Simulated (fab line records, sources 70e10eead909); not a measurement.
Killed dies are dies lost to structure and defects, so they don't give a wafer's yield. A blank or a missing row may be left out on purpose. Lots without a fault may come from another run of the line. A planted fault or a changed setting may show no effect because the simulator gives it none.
fab line records | flow nand_harc
record lots=6 wafers=18 last_day=23
route steps=1159 shown P_CONTACT@231 P_M0@253 END@1159
lots that met no fault: from a run of the same line without faults
start_h: hours from the record's first day to the start of the lot's first wafer shown | wait_h: hours since the lot's step before | " the same as in the row above | L1.1+2: a row that stands for several wafers | - no value, or no start given | * or withheld: withheld | < > ~ a bound
route shown NAME@n: a module of which the file shows steps, and the number in the route of the first | usual: mean/standard deviation of fault-free wafers | same: alike in all rows | chamber/n: place in a boat | sites: the reading at each site | _std_site: their standard deviation | _edge_site: outer sites' mean less inner sites' | radius_mm: how far each site lies from the wafer's centre | mask NAME#n: copy n | behind: the tool/chamber that last shaped the wafer | hold: why the lot was held/for how many hours/how that ended | device: the transistor (n, p or np) that didn't switch | end of line: the same wafers' tests at the end of the route | a step without rows: its recipe alone | killed: dies lost to structure and defects at the first sort, not the wafer's yield | map: a wafer's dies, x killed, . not, _ none there
set.NAME: the setting as run; set.NAME@STEP: as run at that earlier step | model.NAME: the simulator's own value behind a step, which no gauge read
lots at some steps of the route; a table a step, a row a wafer
services: from which hour (start_h, from the record's first day; less than 0 if before it) a tool's chamber was out of use, for how many hours, and why
## steps
# step NHARC_P_CONTACT_DEVELOP_11
# recipe develop_time_s=35 dev_temp_c=23
# step NHARC_P_CONTACT_CD_MEAS_12
# recipe target_cd_nm=90 landing_energy_ev=500
# usual cd_nm=90.4/0.57
# columns lot.wafer tool chamber start_h wait_h cd_nm
L219.1 cd_sem-02 0 144.47 - 90.2
L219.3 " 0 " " 89.9
L219.4 " 0 " " 90.6
L221.1 cd_sem-02 0 153.74 - 89.5
L221.3 " 0 " " 90.0
L221.4 " 0 " " 89.3
L223.4 cd_sem-03 0 168.54 - 91.0
L223.5 " 0 " " 90.6
L223.6 " 0 " " 90.9
L225.1 cd_sem-01 0 192.99 - 90.1
L225.2 " 0 " " 90.1
L225.3 " 0 " " 90.5
L231.2 cd_sem-01 0 208.38 - 90.0
L231.4 " 0 " " 88.8
L231.6 " 0 " " 89.9
L230.1 cd_sem-02 0 209.13 - 93.4
L230.2 " 0 " " 93.9
L230.3 " 0 " " 93.6
# step NHARC_P_CONTACT_OVL_MEAS_13
# usual overlay_x_nm=0.1/0.57 overlay_y_nm=0.2/0.66
# columns lot.wafer tool chamber start_h wait_h overlay_x_nm overlay_y_nm
L219.1 overlay-02 - 144.56 - 0.4 0.0
L219.3 " - " " 0.9 0.3
L219.4 " - " " -0.3 0.1
L221.1 overlay-02 - 153.83 - -0.4 0.3
L221.3 " - " " 0.9 0.3
L221.4 " - " " 0.6 0.4
L223.4 overlay-01 - 168.62 - 0.4 1.2
L223.5 " - " " 0.5 1.5
L223.6 " - " " 0.2 1.5
L225.1 overlay-01 - 193.08 - 0.0 -0.2
L225.2 " - " " -0.2 0.2
L225.3 " - " " 0.1 -0.4
L231.2 overlay-02 - 208.46 - -0.7 0.1
L231.4 " - " " -0.9 0.6
L231.6 " - " " -0.8 0.9
L230.1 overlay-01 - 209.21 - 0.2 0.6
L230.2 " - " " 0.8 0.3
L230.3 " - " " -0.5 0.4
# step NHARC_P_CONTACT_INSPECT_14
# usual raw_defect_count=3.6/2
# columns lot.wafer tool chamber start_h wait_h raw_defect_count
L219.1 defect_inspect-02 - 144.59 0.0 1
L219.3 " - " " 7
L219.4 " - " " 5
L221.1 defect_inspect-02 - 153.86 0.0 4
L221.3 " - " " 3
L221.4 " - " " 7
L223.4 defect_inspect-02 - 168.65 0.0 2
L223.5 " - " " 5
L223.6 " - " " 1
L225.1 defect_inspect-01 - 193.12 0.0 5
L225.2 " - " " 3
L225.3 " - " " 3
L231.2 defect_inspect-02 - 208.50 0.0 4
L231.4 " - " " 3
L231.6 " - " " 2
L230.1 defect_inspect-02 - 209.25 0.0 4
L230.2 " - " " 5
L230.3 " - " " 3
# step NHARC_P_CONTACT_DESCUM_17
# recipe time_s=3 o2_flow_sccm=200 ar_flow_sccm=0 bias_power_w=0 chemistry=O2
# step NHARC_P_CONTACT_ETCH_35
# recipe target_depth_a=390 over_etch_frac=0.3 time_s=65 ion_energy_ev=80 cf4_flow_sccm=150 ar_flow_sccm=0 rf_w=300 bias_w=100 chemistry=CF4
# usual drypump_motor_current_A=5.79/0.28 oes_product_au=0.999/0.0072 rf_fwd_power_W=296.9/1.4 rf_vpp_V=151.3/1.1 showerhead_plenum_p_Torr=1.77/0.062 throttle_valve_pct=13.285/0.0089
# columns lot.wafer tool chamber start_h wait_h drypump_motor_current_A oes_product_au rf_fwd_power_W rf_hours_counter_h rf_vpp_V showerhead_plenum_p_Torr throttle_valve_pct
L219.3 rie_diel-08 0 144.76 0.1 5.80 0.995 296.9 2 149.9 1.82 13.273
L219.1 " 1 " " 5.51 0.992 298.3 2 150.7 1.77 13.284
L219.4 " 0 " " 5.83 0.997 297.3 - 152.4 1.82 13.277
L221.1 rie_diel-04 3 154.02 0.1 6.02 1.007 295.2 2 153.2 1.88 13.281
L221.3 " 0 " " 5.57 1.000 298.1 2 149.7 1.67 13.292
L221.4 " 1 " " 5.68 1.008 299.5 2 150.2 1.74 13.274
L223.4 rie_diel-04 0 168.81 0.1 5.55 0.991 297.3 3 150.2 1.67 13.296
L223.6 " 2 " " 6.27 1.000 296.0 - 150.7 1.79 13.274
L223.5 " 3 " " 6.02 1.006 295.1 - 154.2 1.88 13.280
L225.3 rie_diel-04 1 193.27 0.1 5.67 0.991 298.1 6 150.7 1.74 13.277
L225.2 " 2 " " 6.27 1.001 296.6 6 153.0 1.78 13.276
L225.1 " 0 " " 5.59 1.000 298.4 6 151.2 1.67 13.287
L231.4 rie_diel-08 3 208.64 0.1 5.48 0.993 295.5 9 150.8 1.71 13.294
L231.2 " 1 " " 5.50 0.997 299.5 9 149.2 1.77 13.288
L231.6 " 0 " " 5.85 0.984 298.3 - 151.0 1.81 13.273
L230.2 rie_diel-04 1 209.40 0.1 5.68 1.001 298.2 7 151.6 1.74 13.286
L230.3 " 2 " " 6.27 1.006 295.7 8 151.2 1.78 13.301
L230.1 " 3 " " 6.04 1.010 295.4 8 151.8 1.88 13.270
# step NHARC_P_CONTACT_ETCH_36
# recipe target_depth_a=2600 over_etch_frac=0.25 time_s=406.25 ion_energy_ev=200 n2_flow_sccm=150 h2_flow_sccm=150 ar_flow_sccm=0 rf_w=400 bias_w=150 chemistry=N2/H2
# usual drypump_motor_current_A=5.77/0.28 h2_flow_sccm=150.0/0.46 oes_product_au=1.001/0.0076 rf_fwd_power_W=399.3/1.2 rf_vpp_V=430.7/2.4 showerhead_plenum_p_Torr=2.04/0.08 throttle_valve_pct=14.172/0.0091
# columns lot.wafer tool chamber start_h wait_h drypump_motor_current_A h2_flow_sccm oes_product_au rf_fwd_power_W rf_hours_counter_h rf_vpp_V showerhead_plenum_p_Torr throttle_valve_pct
L219.3 rie_diel-08 3 - - 5.50 150.1 0.998 398.7 2 427.3 1.97 14.168
L219.1 " 0 " " 5.87 150.8 0.987 398.8 2 432.8 2.10 14.167
L219.4 " 0 " " 5.87 150.5 0.999 397.6 - 432.5 2.10 14.165
L221.4 rie_diel-04 2 - - 6.24 150.8 1.015 399.2 3 432.6 2.06 14.162
L221.3 " 3 " " 6.01 150.3 0.996 398.6 3 434.5 2.18 14.170
L221.1 " 0 " " 5.62 150.8 1.010 399.8 2 426.8 1.91 14.158
L223.4 rie_diel-04 0 - - 5.58 150.4 1.002 399.1 3 426.9 1.91 14.173
L223.6 " 3 " " 6.00 150.2 1.004 400.3 - 434.5 2.18 14.161
L223.5 " 0 " " 5.60 150.5 0.994 399.7 - 426.1 1.91 14.156
L225.2 rie_diel-04 2 - - 6.25 149.7 1.004 399.3 6 430.4 2.06 14.158
L225.1 " 3 " " 6.02 149.7 0.998 397.9 7 433.5 2.18 14.169
L225.3 " 0 " " 5.55 150.9 0.998 398.7 6 427.5 1.91 14.161
L231.2 rie_diel-08 1 - - 5.51 150.4 0.988 397.0 9 430.4 2.05 14.159
L231.4 " 2 " " 5.73 150.9 1.002 400.0 6 433.0 2.09 14.177
L231.6 " 0 " " 5.84 150.4 0.992 399.5 - 432.0 2.10 14.171
L230.1 rie_diel-04 0 - - 5.60 150.2 0.993 400.4 7 427.0 1.91 14.163
L230.3 " 1 " " 5.67 149.7 0.993 397.8 7 428.2 2.01 14.179
L230.2 " 2 " " 6.28 149.5 1.006 401.4 8 432.5 2.06 14.169
# step NHARC_P_CONTACT_ETCH_18
# recipe target_depth_a=4810 time_s=240.5 c4f8_flow_sccm=20 o2_flow_sccm=10 ar_flow_sccm=withheld rf_w=600 bias_w=1500 chemistry=C4F8/O2/Ar
# step NHARC_P_CONTACT_STRIP_37
# recipe c4f8_flow_sccm=withheld o2_flow_sccm=8 ar_flow_sccm=withheld bias_w=0 chemistry=C4F8/O2/Ar
# step NHARC_P_CONTACT_ETCH_31
# recipe target_depth_a=300 time_s=85.7 ion_energy_ev=120 over_etch_frac=1 ch3f_flow_sccm=50 o2_flow_sccm=30 ar_flow_sccm=200 rf_w=500 bias_w=100 chemistry=CH3F/O2
# step NHARC_P_CONTACT_CD_MEAS_19
# usual cd_nm=90.3/1.1
# columns lot.wafer tool chamber start_h wait_h cd_nm
L219.1 cd_sem-03 - 145.80 - 89.6
L219.3 " - " " 89.8
L219.4 " - " " 90.9
L221.1 cd_sem-02 - 154.80 - 88.4
L221.3 " - " " 90.5
L221.4 " - " " 89.6
L223.4 cd_sem-01 - 169.59 - 89.6
L223.5 " - " " 89.5
L223.6 " - " " 92.0
L225.1 cd_sem-02 - 194.05 - 89.6
L225.2 " - " " 90.4
L225.3 " - " " 89.3
L231.2 cd_sem-02 - 209.44 - 90.7
L231.4 " - " " 89.5
L231.6 " - " " 90.1
L230.1 cd_sem-01 - 210.18 - 93.4
L230.2 " - " " 93.9
L230.3 " - " " 93.8
# step NHARC_P_CONTACT_STRIP_28
# recipe o2_flow_sccm=500 ar_flow_sccm=0 bias_w=0 chemistry=O2
# step NHARC_P_CONTACT_STRIP_29
# recipe time_s=1200 temp_c=72.5 chemistry=post_etch_residue_remover
# columns lot.wafer tool chamber start_h wait_h
L219.1+3+4 wet_bench-03 1,3,5 146.07 -
L221.4+3+1 wet_bench-03 6,0,2 155.15 -
L223.5+6+4 wet_bench-09 6,1,3 169.84 -
L225.3+1+2 wet_bench-03 1,2,4 194.43 -
L231.4+2+6 wet_bench-03 3,7,0 209.69 -
L230.2+1+3 wet_bench-03 5,7,0 210.46 -
# step NHARC_P_CONTACT_DEGAS_38
# recipe temp_c=300 time_s=60
# step NHARC_P_CONTACT_PRE_CLEAN_39
# recipe time_s=19.5 bias_v=250 gas=Ar
# step NHARC_P_CONTACT_PVD_32
# recipe target_thk_a=50 chamber_pressure_pa=5 power_w=5000 substrate_temp_c=200 time_s=17.7 material=Ti
# step NHARC_P_CONTACT_ALD_22
# recipe target_thk_a=30 pulse_time_s=1 ald_cycles=150 temp_c=450 material=TiN
# usual heater_power_w=1060/80 precursor_pulse_height_rel=1.001/0.021
# columns lot.wafer tool chamber start_h wait_h heater_power_w precursor_pulse_height_rel
L219.4 ald_metal-01 0 146.75 - 1229 1.015
L219.3 " 1 " " 994 1.011
L219.1 " 3 " " 1000 1.029
L221.1 ald_metal-01 2 155.85 - 1069 0.993
L221.3 " 3 " " 1026 1.024
L221.4 " 0 " " 1216 1.028
L223.4 ald_metal-03 3 170.59 - 1022 1.027
L223.5 " 1 " " 969 0.986
L223.6 " 2 " " 1142 1.023
L225.1 ald_metal-01 3 195.12 - 1018 1.024
L225.3 " 1 " " 984 0.998
L225.2 " 2 " " 1081 0.976
L231.2 ald_metal-03 0 210.49 - 1158 1.006
L231.4 " 1 " " 967 0.987
L231.6 " 2 " " 1122 0.998
L230.1 ald_metal-04 1 211.20 - 1022 0.968
L230.2 " 2 " " 1124 1.027
L230.3 " 0 " " 1087 0.971
# step NHARC_P_CONTACT_CVD_23
# recipe target_thk_a=2000 temp_c=300 pressure_torr=40 wf6_flow_sccm=40 h2_flow_sccm=1600 ar_flow_sccm=1560 time_s=557 material=W
# step NHARC_P_CONTACT_CMP_24
# recipe t_overpolish_s=30 target_thk_nm=200
# step NHARC_P_CONTACT_SRD_26
# step NHARC_P_M0_DEP_00
# recipe target_thk_a=1500 target_thk_nm=150 temp_c=withheld pressure_torr=5 flow_sccm=200 rf_w=600 material=SiOC
# step NHARC_P_M0_DEHYDRATE_01
# recipe temp_c=150 time_s=120
# step NHARC_P_M0_HMDS_02
# recipe time_s=30
# step NHARC_P_M0_COAT_33
# recipe temp_c=200 time_s=65
# step NHARC_P_M0_COAT_03
# recipe spin_rpm=1500 resist_thk_nm=90
# step NHARC_P_M0_SOFTBAKE_04
# recipe temp_c=105 time_s=55
# step NHARC_P_M0_EBR_05
# step NHARC_P_M0_EXPOSE_06
# recipe na=1.35 target_cd_nm=90 dose_mj=81.28 mask_id=P_M0
# step NHARC_P_M0_PEB_07
# recipe peb_temp_c=100 peb_time_s=65
# step NHARC_P_M0_DEVELOP_08
# recipe develop_time_s=35 dev_temp_c=23
# step NHARC_P_M0_CD_MEAS_09
# recipe target_cd_nm=90 landing_energy_ev=500
# usual cd_nm=89.9/0.52
# columns lot.wafer tool chamber start_h wait_h cd_nm
L219.1 cd_sem-01 0 154.23 - 89.7
L219.3 " 0 " " 90.2
L219.4 " 0 " " 90.1
L221.1 cd_sem-01 0 161.27 - 89.8
L221.3 " 0 " " 89.1
L221.4 " 0 " " 89.5
L223.4 cd_sem-03 0 175.67 - 89.3
L223.5 " 0 " " 89.6
L223.6 " 0 " " 89.1
L225.1 cd_sem-03 0 197.28 - 89.8
L225.2 " 0 " " 89.3
L225.3 " 0 " " 89.7
L231.2 cd_sem-02 0 214.66 - 89.5
L231.4 " 0 " " 89.7
L231.6 " 0 " " 90.2
L230.1 cd_sem-02 0 215.31 - 90.6
L230.2 " 0 " " 90.0
L230.3 " 0 " " 89.5
# step NHARC_P_M0_OVL_MEAS_10
# recipe pitch_nm=180
# usual overlay_x_nm=0.0/0.65 overlay_y_nm=0.1/0.75
# columns lot.wafer tool chamber start_h wait_h overlay_x_nm overlay_y_nm
L219.1 overlay-01 - 154.32 - 0.3 0.2
L219.3 " - " " 0.0 -0.3
L219.4 " - " " 0.1 0.2
L221.1 overlay-02 - 161.36 - -1.1 1.5
L221.3 " - " " -0.5 0.7
L221.4 " - " " -0.3 1.1
L223.4 overlay-01 - 175.77 - -0.5 0.8
L223.5 " - " " -0.4 1.6
L223.6 " - " " 0.0 1.1
L225.1 overlay-02 - 197.37 - 0.1 1.0
L225.2 " - " " -0.1 0.9
L225.3 " - " " 0.2 1.2
L231.2 overlay-01 - 214.74 - -0.4 1.1
L231.4 " - " " 0.2 0.1
L231.6 " - " " -0.1 0.1
L230.1 overlay-01 - 215.40 - -0.6 0.2
L230.2 " - " " -0.9 0.2
L230.3 " - " " -1.0 0.9
# step NHARC_P_M0_DESCUM_14
# recipe time_s=3 o2_flow_sccm=200 ar_flow_sccm=0 bias_power_w=0 chemistry=O2
# step NHARC_P_M0_ETCH_34
# recipe target_depth_a=400 overetch_a=120 time_s=43.94 ion_energy_ev=200 n2_flow_sccm=150 h2_flow_sccm=150 ar_flow_sccm=0 rf_w=400 bias_w=150 chemistry=N2/H2
# usual drypump_motor_current_A=5.80/0.28 h2_flow_sccm=150.0/0.49 oes_product_au=0.998/0.008 rf_fwd_power_W=394.6/1.7 rf_vpp_V=430.9/2.7 showerhead_plenum_p_Torr=2.05/0.096 throttle_valve_pct=14.170/0.0093
# columns lot.wafer tool chamber start_h wait_h drypump_motor_current_A h2_flow_sccm oes_product_au rf_fwd_power_W rf_hours_counter_h rf_vpp_V showerhead_plenum_p_Torr throttle_valve_pct
L219.4 rie_diel-05 2 154.50 0.1 5.70 149.1 0.998 393.8 11 428.2 1.94 14.167
L219.1 " 3 " " 6.01 149.8 0.999 396.1 10 432.5 2.07 14.169
L219.3 " 0 " " 5.46 150.6 0.986 395.6 10 436.3 2.21 14.171
L221.4 rie_diel-05 3 161.55 0.1 6.03 151.1 1.013 396.1 12 431.7 2.07 14.173
L221.3 " 0 " " 5.48 149.5 0.998 392.7 11 434.8 2.21 14.168
L221.1 " 1 " " 5.93 149.9 1.001 394.5 11 427.6 1.94 14.156
L223.4 rie_diel-09 0 175.96 0.1 6.46 150.4 1.019 395.6 7 432.2 2.07 14.172
L223.5 " 2 " " 6.02 150.0 1.013 395.3 - 429.8 2.01 14.171
L223.6 " 3 " " 5.39 150.3 0.997 394.5 - 430.1 2.06 14.170
L225.3 rie_diel-05 2 197.56 0.1 5.74 149.9 0.991 393.8 1 429.2 1.94 14.172
L225.2 " 3 " " 6.02 149.8 0.995 393.9 1 432.2 2.07 14.158
L225.1 " 0 " " 5.47 150.2 1.003 395.1 1 434.8 2.21 14.167
L231.2 rie_diel-05 2 214.93 0.1 5.75 149.9 1.003 393.1 2 427.3 1.94 14.172
L231.4 " 0 " " 5.47 150.2 0.983 393.9 2 434.6 2.21 14.182
L231.6 " 2 " " 5.80 149.5 1.003 394.1 - 429.5 1.94 14.193
L230.3 rie_diel-05 2 215.58 0.1 5.73 150.3 0.985 391.4 2 428.6 1.94 14.153
L230.1 " 0 " " 5.43 150.8 0.998 397.1 2 435.8 2.21 14.160
L230.2 " 1 " " 5.92 149.0 0.998 393.5 3 427.3 1.94 14.168
# step NHARC_P_M0_ETCH_15
# recipe target_depth_a=1500 overetch_a=150 time_s=82.5 c4f8_flow_sccm=withheld ar_flow_sccm=400 rf_w=600 bias_w=300 chemistry=C4F8/Ar
# usual oes_product_au=0.953/0.024 rf_fwd_power_W=595.7/2.3 rf_vpp_V=441.4/2.9
# columns lot.wafer tool chamber start_h wait_h oes_product_au rf_fwd_power_W rf_hours_counter_h rf_vpp_V
L219.4 rie_diel-05 1 - - 0.911 593.4 10 438.6
L219.1 " 3 " " 0.928 594.4 10 441.5
L219.3 " 0 " " 0.907 595.1 10 444.7
L221.1 rie_diel-05 3 - - 0.974 599.2 12 441.6
L221.3 " 1 " " 0.961 596.3 11 438.5
L221.4 " 2 " " 0.969 594.4 12 437.6
L223.4 rie_diel-09 2 - - 0.997 596.2 6 440.4
L223.6 " 3 " " 0.988 598.4 - 442.0
L223.5 " 0 " " 0.978 597.7 - 441.9
L225.3 rie_diel-05 3 - - 0.937 593.2 1 440.4
L225.1 " 1 " " 0.927 590.7 1 437.4
L225.2 " 2 " " 0.930 597.2 1 437.5
L231.4 rie_diel-05 2 - - 0.960 595.6 2 438.4
L231.2 " 3 " " 0.973 596.5 2 440.4
L231.6 " 3 " " 0.967 595.8 - 442.2
L230.1 rie_diel-05 3 - - 0.966 596.6 2 443.0
L230.3 " 0 " " 0.954 594.3 2 445.6
L230.2 " 1 " " 0.968 597.8 3 437.4
# step NHARC_P_M0_CD_MEAS_16
# usual cd_nm=89.8/0.62
# columns lot.wafer tool chamber start_h wait_h cd_nm
L219.1 cd_sem-02 - 154.72 - 89.4
L219.3 " - " " 90.3
L219.4 " - " " 89.9
L221.1 cd_sem-03 - 161.76 - 89.2
L221.3 " - " " 89.1
L221.4 " - " " 89.3
L223.4 cd_sem-03 - 176.19 - 88.9
L223.5 " - " " 89.8
L223.6 " - " " 89.5
L225.1 cd_sem-02 - 197.78 - 89.6
L225.2 " - " " 88.8
L225.3 " - " " 89.3
L231.2 cd_sem-03 - 215.15 - 89.9
L231.4 " - " " 89.6
L231.6 " - " " 90.5
L230.1 cd_sem-02 - 215.79 - 89.9
L230.2 " - " " 89.8
L230.3 " - " " 89.3
# step NHARC_P_M0_STRIP_18
# recipe power_w=1000 n2_flow_sccm=150 h2_flow_sccm=150 ar_flow_sccm=0 bias_w=0 chemistry=N2/H2
# step NHARC_P_M0_STRIP_19
# recipe time_s=600 temp_c=30 chemistry=post_etch_residue_remover
# step NHARC_P_M0_DEGAS_28
# recipe temp_c=250 time_s=60
# step NHARC_END_SORT_01
# recipe temp_c=25
# usual killed_at_array=26/8.6 killed_at_other=0.7/0.97 killed_at_periphery=3.2/2.2 killed_dies=30/8.9 killed_open=3.1/1.8 killed_short=2.2/1.8
# same gross_dies=677
# columns lot.wafer tool chamber start_h wait_h killed_at_array killed_at_other killed_at_periphery killed_dies killed_open killed_short
L223.4 prober-01 0 503.98 3.5 28 1 2 31 2 1
L225.1 prober-02 0 519.86 2.4 25 1 2 28 0 0
L225.2 prober-02 0 520.67 2.8 23 0 3 26 2 4
L225.3 prober-02 0 521.49 3.1 31 3 1 35 2 3
L230.1 prober-01 0 532.64 2.4 45 1 53 99 2 3
L230.2 prober-01 0 533.46 2.7 35 1 45 81 5 0
L230.3 prober-01 0 534.27 3.1 29 1 68 98 2 2
L231.2 prober-02 0 541.33 2.8 34 1 49 84 2 6
L231.4 prober-02 0 542.97 3.5 29 1 58 88 4 3
L231.6 prober-02 0 544.60 4.1 25 1 59 85 1 2
# killed by level:class
L223.4 A_CHANNEL_HOLE_D1:chamber_film_flake=16 A_STAIRCASE:chamber_film_flake=7 A_CONTACT:chamber_film_flake=3 P_CONTACT:geometric_particle:open=1 A_CHANNEL_FILL_D1:geometric_particle:short=1 A_CONTACT:geometric_particle:open=1 P_ZERO_WELL:chamber_film_flake=1 THIN_TSV:chamber_film_flake=1
L225.1 A_CHANNEL_HOLE_D1:chamber_film_flake=17 A_CONTACT:chamber_film_flake=5 A_STAIRCASE:chamber_film_flake=3 P_GATE:chamber_film_flake=1 P_M1:chamber_film_flake=1 THIN_TSV:chamber_film_flake=1
L225.2 A_CHANNEL_HOLE_D1:chamber_film_flake=12 A_STAIRCASE:chamber_film_flake=5 A_SGD_CUT:geometric_particle:short=2 P_M1:chamber_film_flake=2 P_STI:geometric_particle:short=1 A_CONTACT:geometric_particle:open=1 A_CONTACT:geometric_particle:short=1 A_BLC:geometric_particle:open=1
L225.3 A_CHANNEL_HOLE_D1:chamber_film_flake=22 A_STAIRCASE:chamber_film_flake=5 A_CHANNEL_HOLE_D1:geometric_particle:short=2 P_CONTACT:geometric_particle:open=1 A_CHANNEL_HOLE_D1:geometric_particle:open=1 STARTING-WAFER:geometric_particle:short=1 A_CONTACT:chamber_film_flake=1 THIN_TSV:chamber_film_flake=1
L230.1 P_CONTACT:unspecified=51 A_CHANNEL_HOLE_D1:chamber_film_flake=19 A_SLIT:chamber_film_flake=12 A_CONTACT:chamber_film_flake=8 A_ONON_D1:geometric_particle:open=2 P_M2:chamber_film_flake=2 A_SGD_CUT:geometric_particle:short=1 A_WL_FILL:geometric_particle:short=1
L230.2 P_CONTACT:unspecified=42 A_SLIT:chamber_film_flake=14 A_CHANNEL_HOLE_D1:chamber_film_flake=13 A_CONTACT:chamber_film_flake=4 P_GATE:geometric_particle:open=2 A_ONON_D1:geometric_particle:open=1 A_SGD_CUT:geometric_particle:open=1 A_WL_FILL:geometric_particle:open=1
L230.3 P_CONTACT:unspecified=64 A_CHANNEL_HOLE_D1:chamber_film_flake=12 A_SLIT:chamber_film_flake=10 A_WL_FILL:chamber_film_flake=3 A_CONTACT:chamber_film_flake=2 P_STI:geometric_particle:open=1 P_M2:geometric_particle:open=1 A_WL_FILL:geometric_particle:short=1
L231.2 P_CONTACT:unspecified=46 A_SLIT:chamber_film_flake=17 A_CHANNEL_HOLE_D1:chamber_film_flake=5 A_CONTACT:chamber_film_flake=4 A_CONTACT:geometric_particle:short=2 A_STAIRCASE:chamber_film_flake=2 P_GATE:geometric_particle:short=1 P_M1:geometric_particle:open=1
L231.4 P_CONTACT:unspecified=58 A_SLIT:chamber_film_flake=9 A_CHANNEL_HOLE_D1:chamber_film_flake=7 A_CONTACT:chamber_film_flake=3 A_CHANNEL_FILL_D1:geometric_particle:open=2 A_WL_FILL:geometric_particle:short=2 A_STAIRCASE:chamber_film_flake=2 A_BLC:geometric_particle:open=1
L231.6 P_CONTACT:unspecified=59 A_SLIT:chamber_film_flake=14 A_CHANNEL_HOLE_D1:chamber_film_flake=4 A_CONTACT:chamber_film_flake=2 A_SOURCE_PLATE:geometric_particle:open=1 A_ONON_D1:geometric_particle:short=1 A_CHANNEL_FILL_D1:geometric_particle:short=1 A_ZERO_WELL:chamber_film_flake=1
# map L230.1 (x killed, . not)
____________.____________
_________...x..._________
_______..........._______
______...........x.______
_____..............._____
____.................____
____.....x.x.........____
___...................___
___.............x.....___
__.......x.............__
__.....................__
_......x................_
_......................._
_......................._
_.x....................._
_......................._
........x......x...x..x..
..............x......x.x.
....................xxxx.
.........................
.....................x..x
_....................x.._
_...................xxx._
_..........x.....xxxxx.._
_................x.xxx.x_
_....x...........xxxxxxx_
__x...x..........xxxxxx__
__........x.......xxxxx__
___.....xx.......xxxxx___
___.....x........xxxxx___
____..xx.x.......xxxx____
____...xx........xxxx____
_____.xx.x.......xxx_____
______xxx.xx.....x.______
_______....x....x._______
_________x......_________
____________.____________
# map L231.4 (x killed, . not)
____________.____________
_________....xxx_________
_______......xxxxx_______
______......xxxxxxx______
_____...x...xxxxxxx._____
____........xxxxxxx.x____
____........xxxxxxx..____
___.........xxxxxxxx..___
___.........x.xxxxx...___
__...........xxxxx.....__
__..........x....x..x..__
_..x.x......x..........._
_................x......_
_......................._
_......................._
_.........x............._
....................x..x.
....................xx.x.
....................x.x..
...................xxxx..
.................x...x..x
_..............x....x..._
_....................x.._
_...................x..._
_.....x..........x....x._
_......................._
__....x................__
__.....................__
___...................___
___...................___
____.................____
____.................____
_____..............._____
______........x....______
_______..........._______
_________......._________
____________.____________
## services
# columns tool chamber start_h hours kind
rie_diel-08 - 124.80 9.0 pm
rie_diel-05 2 139.94 7.5 repair
rie_diel-08 2 142.47 13.4 repair
rie_diel-05 0 142.75 - clean
rie_diel-05 1 142.75 - clean
rie_diel-05 3 142.75 - clean
ald_metal-03 - 144.00 10.0 pm
wet_bench-03 - 146.40 8.0 pm
rie_diel-09 - 159.74 0.3 repair
rie_diel-05 - 163.60 9.0 pm
rie_diel-05 0 163.60 9.0 vent_cycle
rie_diel-05 1 163.60 9.0 vent_cycle
rie_diel-05 2 163.60 9.0 vent_cycle
rie_diel-05 3 163.60 9.0 vent_cycle
rie_diel-05 0 172.60 - clean
rie_diel-05 1 172.60 - clean
rie_diel-05 2 172.60 - clean
rie_diel-05 3 172.60 - clean
ald_metal-04 - 175.21 0.7 repair
rie_diel-09 3 192.06 8.1 repair
rie_diel-05 0 197.11 - clean
rie_diel-05 1 197.11 - clean
rie_diel-05 2 197.11 - clean
rie_diel-05 3 197.11 - clean
## key
first_sign step=NHARC_END_SORT_01 reading=killed_at_periphery direction=up sigmas=24 usual=3.2 struck=55.3
effect step=NHARC_END_SORT_01 reading=killed_dies direction=up sigmas=6.7 usual=30 struck=89
more_kills_born_at NHARC_P_CONTACT_STRIP_29@wet_bench-03=320
met_at NHARC_P_CONTACT_STRIP_29
struck_wafers L230.1,L230.2,L230.3,L231.2,L231.4,L231.6
tester_left_out L230,L231
loop_trim step=NHARC_P_CONTACT_EXPOSE_09 setting=dose lots=L230
onset_between 194.43 209.69
also_fits time
fault kind=chamber_particle_source tool=wet_bench-03 chamber=- onset_h=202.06 steps=NHARC_P_CONTACT_STRIP_29 rate_per_visit_cm2=0.40603 end_h=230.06
# tester_left_out: of these lots the tester's yield and bins aren't shown, on N5 and GAA mostly nor the transistor test; their killed dies are dies lost to structure and defects alone, not to doping, threshold or leakage, so they don't give the yield
# loop_trim: a control loop set the setting to another value than it would have without faults
